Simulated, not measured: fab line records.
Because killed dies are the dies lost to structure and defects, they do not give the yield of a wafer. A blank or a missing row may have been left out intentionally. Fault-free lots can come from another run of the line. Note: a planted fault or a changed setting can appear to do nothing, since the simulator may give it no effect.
Matching of chambers -- flow n5Finfet -- N5_HKMG_FIN_ETCH_58 on rieDiel-01 has 4 sister chambers
The step etches SOC in N2/H2, target depth 215.8 nm, time 741 s. 4 wafers are shown with their chamber, then 8 later ones without.

## EACH WAFER AND ITS CHAMBER
wafer,chamber,drypumpMotorCurrentA (A)
L088.1,1,5.9
L089.3,0,6.0
L089.6,2,5.6
L092.1,3,5.8

## WAFERS MISSING THEIR CHAMBER
wafer,drypumpMotorCurrentA (A)
L092.4,6.0
L092.6,5.8
L095.1,5.9
L095.5,5.9
L095.6,5.6
L097.3,5.9
L097.4,5.7
L097.6,5.6

## CHAMBER TAKEN BY EACH
wafer,from the rows above,in truth
L092.4,0,0
L092.6,3,3
L095.1,1,1
L095.5,1,1
L095.6,2,2
L097.3,1,1
L097.4,can't be placed: 3 or 2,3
L097.6,2,2
Correct placement for 7 of the 8. Not placeable from these rows: 1 (in 1, the candidates include the true chamber). Wrongly placed: 0.
How it was worked out, from the rows above alone: a wafer's distance from a chamber is the root of the sum, over the readings, of the square of ((its reading less the chamber's mean) divided by the reading's scatter). If the next closest chamber is less than 2 further off than the closest, the wafer can't be placed; otherwise it belongs to the closest. Each chamber's mean is taken over the wafers shown for it. The scatter: root of mean squared gap, hidden wafer to nearest shown wafer, with one shown wafer a chamber.
